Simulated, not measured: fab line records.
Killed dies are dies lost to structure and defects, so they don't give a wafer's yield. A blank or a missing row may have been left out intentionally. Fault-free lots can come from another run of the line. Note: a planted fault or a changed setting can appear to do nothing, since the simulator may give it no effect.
Lot-split experiment / flow n5Finfet / 39 wafers read from 7 lots, route of 1938 steps

## ABOUT THE SPLIT
At N5_HKMG_FIN_HK_ALD_01 (deposits HfO2, target thk 1.6 nm, pulse time 3 s, purge time 3 s), the setting aldCycles was moved away from the recipe's 30 on 15 of the 39 wafers read, by -13.3% to +16.7%. All remaining wafers had this setting at the recipe value.

## FROM THE SPLIT TO THE READING: what the file shows between them, 4 steps
- N5_HKMG_FIN_HK_ANNEAL_02: time 30 s
- N5_HKMG_FIN_ALD_74: deposits La2O3, target thk 0.5 nm, pulse time 6 s, co reactant pulse time 1 s
- N5_HKMG_FIN_WET_ETCH_82: etches La2O3 in dHCl, stops on HfO2, target depth 2 nm, rinse time 30 s
- N5_HKMG_FIN_ALD_36: deposits TiN, target thk 1 nm, pulse time 1 s, purge time 3 s

## THE READING
HK_THK, in nm, at N5_HKMG_FIN_THK_MEAS_70 (measures by xrf). Typical for fault-free wafers on this fab line: 1.600 nm, with standard deviation 0.021 nm.

wafer=L074.1; tool, chamber at the split=aldHk-01, 3,1,3; aldCycles as run=35; against the recipe=+16.7%; HK_THK, nm=1.916; against lot-mates on the recipe=+0.345
wafer=L074.2; tool, chamber at the split=aldHk-01, 0,2,2; aldCycles as run=30; against the recipe=recipe; HK_THK, nm=1.551; against lot-mates on the recipe=-
wafer=L074.3; tool, chamber at the split=aldHk-01, 0,2,2; aldCycles as run=30; against the recipe=recipe; HK_THK, nm=1.602; against lot-mates on the recipe=-
wafer=L074.4; tool, chamber at the split=aldHk-01, 3,1,3; aldCycles as run=35; against the recipe=+16.7%; HK_THK, nm=1.862; against lot-mates on the recipe=+0.291
wafer=L074.5; tool, chamber at the split=aldHk-01, 3,1,3; aldCycles as run=35; against the recipe=+16.7%; HK_THK, nm=1.917; against lot-mates on the recipe=+0.346
wafer=L074.6; tool, chamber at the split=aldHk-01, 0,2,2; aldCycles as run=30; against the recipe=recipe; HK_THK, nm=1.559; against lot-mates on the recipe=-
wafer=L075.1; tool, chamber at the split=aldHk-03, 3,0,2; aldCycles as run=30; against the recipe=recipe; HK_THK, nm=1.619; against lot-mates on the recipe=-
wafer=L075.2; tool, chamber at the split=aldHk-03, 1,2,3; aldCycles as run=32; against the recipe=+6.7%; HK_THK, nm=1.698; against lot-mates on the recipe=+0.087
wafer=L075.3; tool, chamber at the split=aldHk-03, 3,0,2; aldCycles as run=30; against the recipe=recipe; HK_THK, nm=1.600; against lot-mates on the recipe=-
wafer=L075.4; tool, chamber at the split=aldHk-03, 1,2,3; aldCycles as run=32; against the recipe=+6.7%; HK_THK, nm=1.712; against lot-mates on the recipe=+0.101
wafer=L075.5; tool, chamber at the split=aldHk-03, 3,0,2; aldCycles as run=30; against the recipe=recipe; HK_THK, nm=1.613; against lot-mates on the recipe=-
wafer=L075.6; tool, chamber at the split=aldHk-03, 1,2,3; aldCycles as run=32; against the recipe=+6.7%; HK_THK, nm=1.719; against lot-mates on the recipe=+0.108
wafer=L076.1; tool, chamber at the split=aldHk-03, 1,3,2,0,0,1; aldCycles as run=30; against the recipe=recipe; HK_THK, nm=1.606; against lot-mates on the recipe=-
wafer=L076.2; tool, chamber at the split=aldHk-03, 1,3,2,0,0,1; aldCycles as run=30; against the recipe=recipe; HK_THK, nm=1.640; against lot-mates on the recipe=-
wafer=L076.3; tool, chamber at the split=aldHk-03, 1,3,2,0,0,1; aldCycles as run=30; against the recipe=recipe; HK_THK, nm=1.623; against lot-mates on the recipe=-
wafer=L076.4; tool, chamber at the split=aldHk-03, 1,3,2,0,0,1; aldCycles as run=30; against the recipe=recipe; HK_THK, nm=1.603; against lot-mates on the recipe=-
wafer=L076.5; tool, chamber at the split=aldHk-03, 1,3,2,0,0,1; aldCycles as run=30; against the recipe=recipe; HK_THK, nm=1.613; against lot-mates on the recipe=-
wafer=L076.6; tool, chamber at the split=aldHk-03, 1,3,2,0,0,1; aldCycles as run=30; against the recipe=recipe; HK_THK, nm=1.594; against lot-mates on the recipe=-
wafer=L080.1; tool, chamber at the split=aldHk-01, 1,2,0; aldCycles as run=26; against the recipe=-13.3%; HK_THK, nm=1.382; against lot-mates on the recipe=-0.214
wafer=L080.2; tool, chamber at the split=aldHk-01, 0,3,1; aldCycles as run=30; against the recipe=recipe; HK_THK, nm=1.614; against lot-mates on the recipe=-
wafer=L080.3; tool, chamber at the split=aldHk-01, 0,3,1; aldCycles as run=30; against the recipe=recipe; HK_THK, nm=1.591; against lot-mates on the recipe=-
wafer=L080.4; tool, chamber at the split=aldHk-01, 1,2,0; aldCycles as run=26; against the recipe=-13.3%; HK_THK, nm=1.379; against lot-mates on the recipe=-0.217
wafer=L080.5; tool, chamber at the split=aldHk-01, 1,2,0; aldCycles as run=26; against the recipe=-13.3%; HK_THK, nm=1.399; against lot-mates on the recipe=-0.197
wafer=L080.6; tool, chamber at the split=aldHk-01, 0,3,1; aldCycles as run=30; against the recipe=recipe; HK_THK, nm=1.584; against lot-mates on the recipe=-
wafer=L087.1; tool, chamber at the split=aldHk-02, 2,0,3; aldCycles as run=32; against the recipe=+6.7%; HK_THK, nm=1.706; against lot-mates on the recipe=+0.092
wafer=L087.2; tool, chamber at the split=aldHk-02, 3,1,2; aldCycles as run=30; against the recipe=recipe; HK_THK, nm=1.612; against lot-mates on the recipe=-
wafer=L087.3; tool, chamber at the split=aldHk-02, 2,0,3; aldCycles as run=32; against the recipe=+6.7%; HK_THK, nm=1.715; against lot-mates on the recipe=+0.101
wafer=L087.4; tool, chamber at the split=aldHk-02, 3,1,2; aldCycles as run=30; against the recipe=recipe; HK_THK, nm=1.619; against lot-mates on the recipe=-
wafer=L087.5; tool, chamber at the split=aldHk-02, 3,1,2; aldCycles as run=30; against the recipe=recipe; HK_THK, nm=1.611; against lot-mates on the recipe=-
wafer=L087.6; tool, chamber at the split=aldHk-02, 2,0,3; aldCycles as run=32; against the recipe=+6.7%; HK_THK, nm=1.773; against lot-mates on the recipe=+0.159
wafer=L093.1; tool, chamber at the split=aldHk-01, 2,0,3; aldCycles as run=28; against the recipe=-6.7%; HK_THK, nm=1.480; against lot-mates on the recipe=-0.136
wafer=L093.2; tool, chamber at the split=aldHk-01, 1,1,0; aldCycles as run=30; against the recipe=recipe; HK_THK, nm=1.623; against lot-mates on the recipe=-
wafer=L093.3; tool, chamber at the split=aldHk-01, 2,0,3; aldCycles as run=28; against the recipe=-6.7%; HK_THK, nm=1.506; against lot-mates on the recipe=-0.110
wafer=L093.4; tool, chamber at the split=aldHk-01, 2,0,3; aldCycles as run=28; against the recipe=-6.7%; HK_THK, nm=1.502; against lot-mates on the recipe=-0.114
wafer=L093.5; tool, chamber at the split=aldHk-01, 1,1,0; aldCycles as run=30; against the recipe=recipe; HK_THK, nm=1.619; against lot-mates on the recipe=-
wafer=L093.6; tool, chamber at the split=aldHk-01, 1,1,0; aldCycles as run=30; against the recipe=recipe; HK_THK, nm=1.606; against lot-mates on the recipe=-
wafer=L095.3; tool, chamber at the split=aldHk-01, 1,3,1; aldCycles as run=30; against the recipe=recipe; HK_THK, nm=1.615; against lot-mates on the recipe=-
wafer=L095.4; tool, chamber at the split=aldHk-01, 1,3,1; aldCycles as run=30; against the recipe=recipe; HK_THK, nm=1.567; against lot-mates on the recipe=-
wafer=L095.5; tool, chamber at the split=aldHk-01, 1,3,1; aldCycles as run=30; against the recipe=recipe; HK_THK, nm=1.610; against lot-mates on the recipe=-
The file does not say which wafer passed through which chamber wherever a row lists several chambers: such a row stands for several wafers.

THE FIT
A straight line over all 39 wafers: HK_THK changes by +0.0171 nm for each +1% of aldCycles; r = +0.98; the points scatter about the line by 0.021 nm.
The same after taking each lot's own level away (the mean of its wafers on the recipe; 39 wafers): +0.0178 nm for each +1%; r = +0.99; scatter 0.021 nm.
Per that fit: largest aldCycles move, reading shift of 0.3 nm.
From 1.5707 to 1.6160 nm: that is the span of the lots' own levels, equal to 2.2 times the standard deviation above.
The two slopes agree, so the slope changes little with the lot-to-lot level.
Check: for one of the wafers moved furthest among these (+16.7%), held out of the fit, the line's prediction against its lot-mates is +0.29 nm. It came out at +0.345 nm against them.

## ADDITIONAL SPLITS CARRIED BY THESE WAFERS
Before the reading, these wafers also passed through other splits. Each is held against what the fit with the lots' levels taken away leaves over:
other split on the same wafers=N5_DUMMY_GATE_ETCH_37 sourceW; wafers away from the commonest value=15; r with HK_THK (lot level and that fit taken away)=-0.07

## FILE'S OWN FIT
HK_THK changes by +0.0178 nm for each +1% of aldCycles, r = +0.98.
